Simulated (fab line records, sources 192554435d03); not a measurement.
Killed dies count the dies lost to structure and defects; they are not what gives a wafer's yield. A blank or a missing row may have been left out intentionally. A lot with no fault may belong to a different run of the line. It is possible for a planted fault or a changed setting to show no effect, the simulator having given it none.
fab line records :: flow n5_finfet
record
  lots=4
  wafers=12
  last_day=18
route steps=1938 shown BEOL_M9@1446 BEOL_M10@1470 PASSIVATION@1936
lots that met no fault: taken from a fault-free run of the same line
start_h: hours from the record's opening day to when the first of the lot's shown wafers began :: wait_h: hours elapsed since this lot's preceding step :: " repeats the value in the row above :: L1.1+2: a single row standing in for several wafers :: - either no value or no given start :: * or withheld: withheld :: < > ~ a bound
route shown NAME@n: a module of which the file shows steps, and the number in the route of the first :: usual: mean and standard deviation over wafers with no fault :: same: alike in all rows :: chamber/n: place in a boat :: sites: per-site readings :: _std_site: the standard deviation of these :: _edge_site: mean of outer sites minus mean of inner sites :: radius_mm: how far each site lies from the wafer's centre :: mask NAME#n: copy n :: behind: the tool/chamber that last shaped the wafer :: hold: reason for holding the lot/hours on hold/outcome of the hold :: device: the n, p or np transistor that did not switch :: end of line: tests of these same wafers at the route's end :: a step without rows: its recipe alone :: killed: at the first sort, the dies lost to defects and structure; wafer yield is something else :: map: dies across one wafer; x = killed, . = not, _ = none there
set.NAME: the setting as run; set.NAME@STEP: as run at that earlier step :: model.NAME: the simulator's own value behind a step, which no gauge read
lots at some steps of the route; a table a step, a row a wafer
services: a tool's chamber out of use, with start hour (start_h, from the record's first day; less than 0 if before it), hours out, and reason
## steps
# step N5_BEOL_M9_TRENCH_ETCH_37
# recipe
  chemistry=C4F6/O2
  target_depth_a=1514.3
  target=SiCOH_lowk
  time_s=49
  ion_energy_ev=250
  pressure_mtorr=30
  source_w=345
  bias_w=185
  Ar_flow_sccm=300
  C4F6_flow_sccm=10
  O2_flow_sccm=10
# step N5_BEOL_M9_ETCH_41
# recipe
  chemistry=CH3F/O2
  target=SiCN
  target_depth_a=366
  taper_deg=2
  time_s=70.1
  ion_energy_ev=120
  mask_material=TiN
  pressure_mtorr=30
  source_w=395
  bias_w=75
  Ar_flow_sccm=150
  CH3F_flow_sccm=30
  O2_flow_sccm=20
# step N5_BEOL_M9_STRIP_80
# recipe
  chemistry=N2/H2
  time_s=10
  power_w=450
  temp_c=40
  pressure_mtorr=20
  rf_frequency_hz=6e+07
  bias_power_w=7
  n2_flow_sccm=200
  h2_flow_sccm=200
# step N5_BEOL_M9_HM_STRIP_39
# recipe
  chemistry=peroxide_tin_strip
  material=TiN
  target_depth_a=250
  temp_c=50
  time_s=158
# step N5_BEOL_M9_SRD_40
# recipe
  time_s=30
  temp_c=23
  rinse_liquid=diw
  dry=ipa_marangoni
# step N5_BEOL_M9_PRECLEAN_42
# recipe
  chemistry=residue_remover
  time_s=60
  temp_c=40
# step N5_BEOL_M9_SRD_43
# recipe
  time_s=30
  temp_c=23
  rinse_liquid=diw
  dry=ipa_marangoni
# step N5_BEOL_M9_CURE_72
# recipe
  temp_c=370
  time_s=120
  ambient=DMADMS/He
  material=SiCOH_lowk
# step N5_BEOL_M9_DEGAS_44
# recipe
  ambient=vacuum
  temp_c=250
  time_s=60
# step N5_BEOL_M9_PRE_CLEAN_45
# recipe
  gas=H2/He
  time_s=30
  temp_c=250
# step N5_BEOL_M9_ALD_74
# recipe
  material=TaN
  target_thk_a=20
  temp_c=275
  ald_precursor_family=PDMAT
  ald_co_reactant=NH3
  pressure_torr=3
  carrier_flow_sccm=1500
  pulse_time_s=2
  purge_time_s=3
  co_reactant_purge_time_s=2
  co_reactant_pulse_time_s=3
  ald_cycles=40
  precursor_vessel_temp_c=75
  precursor_vessel_pressure_torr=26.25
  precursor_vessel_carrier_sccm=1000
# usual
  heater_power_outer_w=237/33
  heater_power_w=416/48
# same
  ald_cycles=40
lot.wafer: L991.3
tool: ald_metal-04
chamber: 0
start_h: 239.48
wait_h: 0.0
heater_power_outer_w: 174
heater_power_w: 345

lot.wafer: L991.5
tool: ald_metal-04
chamber: 0
start_h: 239.48
wait_h: 0.0
heater_power_outer_w: 172
heater_power_w: 352

lot.wafer: L991.6
tool: ald_metal-04
chamber: 1
start_h: 239.48
wait_h: 0.0
heater_power_outer_w: 223
heater_power_w: 411

lot.wafer: L998.2
tool: ald_metal-03
chamber: 2
start_h: 279.50
wait_h: 0.0
heater_power_outer_w: 240
heater_power_w: 395

lot.wafer: L998.4
tool: ald_metal-03
chamber: 0
start_h: 279.50
wait_h: 0.0
heater_power_outer_w: 204
heater_power_w: 344

lot.wafer: L998.6
tool: ald_metal-03
chamber: 2
start_h: 279.50
wait_h: 0.0
heater_power_outer_w: 233
heater_power_w: 397

lot.wafer: L999.3
tool: ald_metal-03
chamber: 2
start_h: 298.68
wait_h: 0.0
heater_power_outer_w: 237
heater_power_w: 406

lot.wafer: L999.4
tool: ald_metal-03
chamber: 0
start_h: 298.68
wait_h: 0.0
heater_power_outer_w: 205
heater_power_w: 342

lot.wafer: L999.5
tool: ald_metal-03
chamber: 1
start_h: 298.68
wait_h: 0.0
heater_power_outer_w: 212
heater_power_w: 367

lot.wafer: L110.1
tool: ald_metal-03
chamber: 2
start_h: 362.47
wait_h: 0.2
heater_power_outer_w: 249
heater_power_w: 392

lot.wafer: L110.2
tool: ald_metal-03
chamber: 1
start_h: 362.47
wait_h: 0.2
heater_power_outer_w: 210
heater_power_w: 369

lot.wafer: L110.5
tool: ald_metal-03
chamber: 2
start_h: 362.47
wait_h: 0.2
heater_power_outer_w: 244
heater_power_w: 398
# step N5_BEOL_M9_SURFACE_TREAT_79
# recipe
  gas=Ar
  time_s=*
  ion_energy_ev=*
  ion_current_ma_cm2=0.5
  pressure_mtorr=*
  ar_flow_sccm=30
# step N5_BEOL_M9_CVD_78
# recipe
  material=Co
  target_thk_a=20
  temp_c=withheld
  precursor=CCTBA/H2
  pressure_torr=30
  time_s=138.9
# step N5_BEOL_M9_SPUTTER_48
# recipe
  material=Cu
  target_thk_a=120
  temp_c=-20
  bias_v=60
  power_w=26000
  chamber_pressure_pa=0.13
  time_s=2
# step N5_BEOL_M9_ECD_50
# recipe
  material=Cu
  target_thk_a=3180
# step N5_BEOL_M9_ANNEAL_51
# recipe
  temp_c=225
  time_s=90
  ambient=N2
# step N5_BEOL_M9_CMP_52
# recipe
  stop_on=SiCOH_lowk
  t_overpolish_s=7
  down_force_psi=1
  platen_rpm=50
  clearing_platen_down_force_psi=1.5
  clearing_platen_rpm=50
  post_cmp_clean=cu_alkaline
  target_thk_nm=140
  clearing_platen_pad_velocity_m_s=0.99484
  pad_velocity_m_s=0.99484
# step N5_BEOL_M9_PRE_CLEAN_55
# recipe
  gas=NH3
  time_s=15
  temp_c=withheld
  rf_power_w=300
# step N5_BEOL_M9_DEP_56
# recipe
  material=SiCN
  target_thk_a=150
  temp_c=withheld
  precursor=3MS/NH3
  pressure_torr=3
  rf_w=202
  time_s=26.5
# step N5_BEOL_M10_ILD_DEP_00
# recipe
  material=SiCOH_lowk
  target_thk_a=3085.1
  temp_c=300
  precursor=DEMS/porogen
  pressure_torr=5
  rf_w=500
  time_s=58
# step N5_BEOL_M10_CURE_71
# recipe
  temp_c=385
  time_s=240
  ambient=He/Ar
  material=SiCOH_lowk
# step N5_BEOL_M10_PECVD_70
# recipe
  material=SiO2
  target_thk_a=200
  temp_c=400
  precursor=TEOS/O2
  pressure_torr=5.5
  rf_w=450
  teos_flow_sccm=53.8
  gas=O2
  flow_sccm=3000
  time_s=22.7
# step N5_BEOL_M10_HM_DEP_02
# recipe
  material=TiN
  target_thk_a=200
  temp_c=25
  chamber_pressure_pa=0.49996
# step N5_BEOL_M10_COAT_59
# recipe
  resist=SOC
  temp_c=250
  time_s=60
  spin_rpm=1500
  resist_thk_nm=100
# step N5_BEOL_M10_COAT_60
# recipe
  resist=SiARC
  temp_c=220
  time_s=60
  spin_rpm=1500
  resist_thk_nm=30
# step N5_BEOL_M10_COAT_05
# recipe
  resist=CAR-ArF
  spin_rpm=1500
  resist_thk_nm=90
# step N5_BEOL_M10_EBR_07
# recipe
  solvent=PGMEA
  ebr_width_mm=1.5
# step N5_BEOL_M10_SOFTBAKE_06
# recipe
  temp_c=110
  time_s=60
  resist=CAR-ArF
# step N5_BEOL_M10_EXPOSE_08
# recipe
  mask_id=M10
  na=1.35
  source_shape=dipole
  sigma_inner=0.411
  sigma_outer=0.611
  polarization=te
  dose_mj=53.75
# step N5_BEOL_M10_PEB_09
# recipe
  peb_temp_c=withheld
  peb_time_s=60
  resist=CAR-ArF
# step N5_BEOL_M10_DEVELOP_10
# recipe
  develop_time_s=30
  developer=TMAH
  resist=CAR-ArF
  rinse_liquid=diw
  dry=air_spin
  dev_temp_c=23
# step N5_BEOL_M10_DESCUM_16
# recipe
  chemistry=O2
  time_s=7.9
  source_power_w=50
  bias_power_w=20
  pressure_mtorr=20
  rf_frequency_hz=2.712e+07
  temp_c=40
  resist=CAR-ArF
  o2_flow_sccm=225
# step N5_BEOL_M10_ETCH_61
# recipe
  chemistry=CF4
  target=SiARC
  target_depth_a=390
  mask_material=CAR-ArF
  time_s=65
  ion_energy_ev=80
  pressure_mtorr=40
  source_w=545
  bias_w=36
  Ar_flow_sccm=100
  cf4_flow_sccm=100
  ends=cleared
# step N5_PASSIVATION_PROBE_49
# usual
  defect_limited_yield=91.5/1.3
  killed_at_M0_to_M3=36/10
  killed_at_M4_up=13/4.7
  killed_at_contacts=13/6.7
  killed_at_front_end=37/9.7
  killed_at_other=2.6/2.3
  killed_dies=101/15
  killed_on_rim=14/4.3
  killed_open=67/12
  killed_short=32/6.7
  sort_bin_5_function=5.0/0.89
  sort_bin_6_memory=3.2/0.63
  sort_n_pass=1079/16
  sort_yield_pct=91.4/1.4
# same
  gross_dies=1180
  killed_at_back_side=0
  sort_bin_4_leakage[%]=0
  sort_bin_8_speed[%]=0
lot.wafer: L991.3
tool: prober-01
chamber: -
start_h: 313.08
wait_h: 0.1
defect_limited_yield[%]: 91.4
killed_at_M0_to_M3: 38
killed_at_M4_up: 8
killed_at_contacts: 12
killed_at_front_end: 43
killed_at_other: 0
killed_dies: 101
killed_on_rim: 11
killed_open: 72
killed_short: 27
sort_bin_5_function[%]: 5.3
sort_bin_6_memory[%]: 3.2
sort_n_pass: 1079
sort_yield_pct[%]: 91.4

lot.wafer: L991.5
tool: prober-01
chamber: -
start_h: 313.18
wait_h: 0.2
defect_limited_yield[%]: 93.1
killed_at_M0_to_M3: 39
killed_at_M4_up: 9
killed_at_contacts: 9
killed_at_front_end: 24
killed_at_other: 0
killed_dies: 81
killed_on_rim: 11
killed_open: 54
killed_short: 25
sort_bin_5_function[%]: 4.5
sort_bin_6_memory[%]: 2.3
sort_n_pass: 1099
sort_yield_pct[%]: 93.1

lot.wafer: L991.6
tool: prober-01
chamber: -
start_h: 313.23
wait_h: 0.3
defect_limited_yield[%]: 90.9
killed_at_M0_to_M3: 36
killed_at_M4_up: 10
killed_at_contacts: 28
killed_at_front_end: 32
killed_at_other: 1
killed_dies: 107
killed_on_rim: 22
killed_open: 79
killed_short: 23
sort_bin_5_function[%]: 5.4
sort_bin_6_memory[%]: 3.1
sort_n_pass: 1073
sort_yield_pct[%]: 90.9

lot.wafer: L998.2
tool: prober-02
chamber: -
start_h: 349.44
wait_h: 0.1
defect_limited_yield[%]: 89.7
killed_at_M0_to_M3: 48
killed_at_M4_up: 16
killed_at_contacts: 23
killed_at_front_end: 34
killed_at_other: 0
killed_dies: 121
killed_on_rim: 16
killed_open: 82
killed_short: 37
sort_bin_5_function[%]: 6.0
sort_bin_6_memory[%]: 3.8
sort_n_pass: 1059
sort_yield_pct[%]: 89.7

lot.wafer: L998.4
tool: prober-02
chamber: -
start_h: 349.54
wait_h: 0.2
defect_limited_yield[%]: 86.0
killed_at_M0_to_M3: 31
killed_at_M4_up: 91
killed_at_contacts: 14
killed_at_front_end: 27
killed_at_other: 2
killed_dies: 165
killed_on_rim: 28
killed_open: 65
killed_short: 27
sort_bin_5_function[%]: 7.9
sort_bin_6_memory[%]: 4.7
sort_n_pass: 1015
sort_yield_pct[%]: 86.0

lot.wafer: L998.6
tool: prober-02
chamber: -
start_h: 349.64
wait_h: 0.3
defect_limited_yield[%]: 90.0
killed_at_M0_to_M3: 34
killed_at_M4_up: 22
killed_at_contacts: 17
killed_at_front_end: 44
killed_at_other: 1
killed_dies: 118
killed_on_rim: 21
killed_open: 71
killed_short: 31
sort_bin_5_function[%]: 5.5
sort_bin_6_memory[%]: 3.1
sort_n_pass: 1062
sort_yield_pct[%]: 90.0

lot.wafer: L999.3
tool: prober-01
chamber: -
start_h: 364.15
wait_h: 0.1
defect_limited_yield[%]: 90.8
killed_at_M0_to_M3: 45
killed_at_M4_up: 11
killed_at_contacts: 7
killed_at_front_end: 42
killed_at_other: 3
killed_dies: 108
killed_on_rim: 10
killed_open: 71
killed_short: 35
sort_bin_5_function[%]: 5.8
sort_bin_6_memory[%]: 3.2
sort_n_pass: 1072
sort_yield_pct[%]: 90.8

lot.wafer: L999.4
tool: prober-01
chamber: -
start_h: 364.20
wait_h: 0.2
defect_limited_yield[%]: 85.3
killed_at_M0_to_M3: 52
killed_at_M4_up: 76
killed_at_contacts: 12
killed_at_front_end: 31
killed_at_other: 3
killed_dies: 174
killed_on_rim: 28
killed_open: 65
killed_short: 38
sort_bin_5_function[%]: 9.7
sort_bin_6_memory[%]: 3.9
sort_n_pass: 1006
sort_yield_pct[%]: 85.3

lot.wafer: L999.5
tool: prober-01
chamber: -
start_h: 364.25
wait_h: 0.2
defect_limited_yield[%]: 91.4
killed_at_M0_to_M3: 30
killed_at_M4_up: 12
killed_at_contacts: 8
killed_at_front_end: 48
killed_at_other: 4
killed_dies: 102
killed_on_rim: 9
killed_open: 62
killed_short: 38
sort_bin_5_function[%]: 4.7
sort_bin_6_memory[%]: 3.8
sort_n_pass: 1078
sort_yield_pct[%]: 91.4
# killed by level:class
L991.3 STI_FIN_REVEAL:geometric_particle:open=13 MOL_CONTACT_COAG:geometric_particle:open=11 BEOL_M3:geometric_particle:open=9 GATE_CUT:geometric_particle:open=7 BEOL_M0_SAQP:geometric_particle:short=7 GATE_CUT:geometric_particle:short=6 BEOL_M2:geometric_particle:open=6 BEOL_M0_SAQP:geometric_particle:open=5
L991.5 BEOL_M2:geometric_particle:open=8 STI_FIN_REVEAL:geometric_particle:open=8 BEOL_M0_SAQP:geometric_particle:short=8 MOL_CONTACT_COAG:geometric_particle:open=7 BEOL_M3:geometric_particle:open=7 BEOL_M0_SAQP:geometric_particle:open=6 FIN_SAQP:geometric_particle:open=4 BEOL_M1:geometric_particle:open=4
L991.6 MOL_CONTACT_COAG:geometric_particle:open=24 BEOL_M2:geometric_particle:open=10 BEOL_M3:geometric_particle:open=10 BEOL_M1:geometric_particle:open=8 STI_FIN_REVEAL:geometric_particle:open=7 HKMG_FIN:area_etch=5 STI_FIN_REVEAL:geometric_particle:short=4 GATE_CUT:geometric_particle:short=4
L998.2 MOL_CONTACT_COAG:geometric_particle:open=17 STI_FIN_REVEAL:geometric_particle:open=14 BEOL_M0_SAQP:geometric_particle:short=12 BEOL_M0_SAQP:geometric_particle:open=11 BEOL_M4:geometric_particle:open=8 BEOL_M3:geometric_particle:open=8 MOL_CONTACT_COAG:geometric_particle:short=6 STI_FIN_REVEAL:geometric_particle:short=4
L998.4 BEOL_M9:unspecified=71 MOL_CONTACT_COAG:geometric_particle:open=9 BEOL_M3:geometric_particle:open=9 STI_FIN_REVEAL:geometric_particle:open=7 BEOL_M0_SAQP:geometric_particle:short=7 BEOL_M4:geometric_particle:open=7 BEOL_M2:geometric_particle:open=6 DUMMY_GATE:geometric_particle:open=5
L998.6 BEOL_M4:geometric_particle:open=16 MOL_CONTACT_COAG:geometric_particle:open=14 HKMG_FIN:area_etch=10 STI_FIN_REVEAL:geometric_particle:open=8 BEOL_M2:geometric_particle:open=7 BEOL_M2:geometric_particle:short=6 BEOL_M1:geometric_particle:open=5 BEOL_M0_SAQP:geometric_particle:open=4
L999.3 BEOL_M0_SAQP:geometric_particle:open=13 BEOL_M0_SAQP:geometric_particle:short=12 FIN_SAQP:geometric_particle:open=11 DUMMY_GATE:geometric_particle:open=8 MOL_CONTACT_COAG:geometric_particle:open=7 BEOL_M1:geometric_particle:open=7 FIN_SAQP:geometric_particle:short=6 GATE_CUT:geometric_particle:open=5
L999.4 BEOL_M9:unspecified=69 BEOL_M0_SAQP:geometric_particle:open=20 BEOL_M0_SAQP:geometric_particle:short=13 MOL_CONTACT_COAG:geometric_particle:open=10 BEOL_M1:geometric_particle:open=7 FIN_SAQP:geometric_particle:short=5 STI_FIN_REVEAL:geometric_particle:open=5 BEOL_M2:geometric_particle:open=5
L999.5 FIN_SAQP:geometric_particle:open=10 BEOL_M0_SAQP:geometric_particle:short=9 BEOL_M4:geometric_particle:open=8 DUMMY_GATE:geometric_particle:open=7 STI_FIN_REVEAL:geometric_particle:open=6 BEOL_M0_SAQP:geometric_particle:open=6 BEOL_M1:geometric_particle:open=5 STARTING-WAFER:geometric_particle:open=5
# map L998.4 (x killed, . not)
_________________............________________
______________...x.............._____________
___________..............x....x....__________
__________...............x.........x_________
________...x..x......................._______
_______x...x...............x...........______
______.................................._____
_____........................x.x..x......____
____....x...................x....x........___
___x......x................................__
___......................................x.__
__..x.................x..............x......_
__...............x.....x...................._
_.......x.....x..............................
_........x..x.........x..x...........x.......
_......x.....................................
_...............x...........x.....x.x........
_..x.....x.......................x....x......
_.....x............x.........................
_..........................x........x...x...x
_.x.................xx....x.............x..x.
__x................x............x.........xx_
__x.x.x..x...x...............x.............._
___...................x...x.......x......x.__
___x....x......x..............x.x......x...__
____...x.............x...x.........x......___
_____....x....x..x...x.x.................____
______......x...x..xxxxxx..............._____
_______...x.....xxxxxxxxxxxx..x........______
________.x.......x.xxxx.xxxx...x......_______
__________....xxxxxxxxx.x...x.....x._________
___________....x.xxxxxxxxxxx.x..x..__________
______________xx.xxxxxxxxxxx.x.._____________
_________________xxxxxxxxxx..________________
# map L999.4 (x killed, . not)
_________________x...........________________
______________.................._____________
___________.................x......__________
__________..............x..........._________
________..x....x..............x......._______
_______..xx.....x.......x..............______
______.................................x_____
_____x..............x.....x..........x...____
____x.x........x............x...x...x.....___
___..x.............x....x..................__
___.....x......x...........x........x......__
__.....x...x....xx...x.....x...x............_
__...x........x.x.......x..........xx......._
_.x.x...........x..........................x.
_...............................x............
_.........x.......x.....................x....
_..x......x........................x......x..
_.............x...........................x..
_............................................
_......x.........x.......x................x..
_.xxx..................x.........x..........x
__........x........x....x..........x..x....._
__.....x.....x......x........x.x............_
___.....xx..........x...x................x.__
___.....x....x.x...........................__
____x............x.xxx....x...............___
_____................xx.x................____
______....x....x....xxxx.....xx........._____
_______.....xx.x.x.xxxxxx.x......x.....______
________x.....xx...xxxxx.xxx.x........_______
__________......xxxxxxxxxxx......x.._________
___________.xxx.xxxxxxxxxxx.x......__________
______________xxxxxxxxxxxxx.x..._____________
_________________xxxxxxxx...x________________
## services
tool: ald_metal-03
chamber: -
start_h: 241.79
hours: 6.0
kind: pm

tool: ald_metal-03
chamber: 2
start_h: 264.24
hours: -
kind: calibration

tool: ald_metal-04
chamber: 3
start_h: 288.22
hours: 10.4
kind: repair

tool: ald_metal-04
chamber: -
start_h: 323.61
hours: 1.4
kind: repair

tool: ald_metal-04
chamber: 3
start_h: 344.55
hours: 2.1
kind: repair
## key
first_sign
  step=N5_PASSIVATION_PROBE_49
  reading=killed_at_M4_up
  direction=up
  sigmas=15
  usual=13
  struck=84
effect
  step=N5_PASSIVATION_PROBE_49
  reading=defect_limited_yield
  direction=down
  sigmas=4.5
  usual=91.5
  struck=85.6
more_kills_born_at
  N5_BEOL_M9_ALD_74@ald_metal-03=140
met_at N5_BEOL_M9_ALD_74
struck_wafers L998.4,L999.4
baseline_loss
  step=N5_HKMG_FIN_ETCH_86
  wafers=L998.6
fault
  kind=chamber_particle_source
  tool=ald_metal-03
  chamber=0
  onset_h=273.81
  steps=N5_BEOL_M9_ALD_74
  rate_per_visit_cm2=0.40691
  end_h=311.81
# baseline_loss: these wafers lose ten dies or more at that step, a loss of the line's own and not of a fault; the sort's usual values leave them out
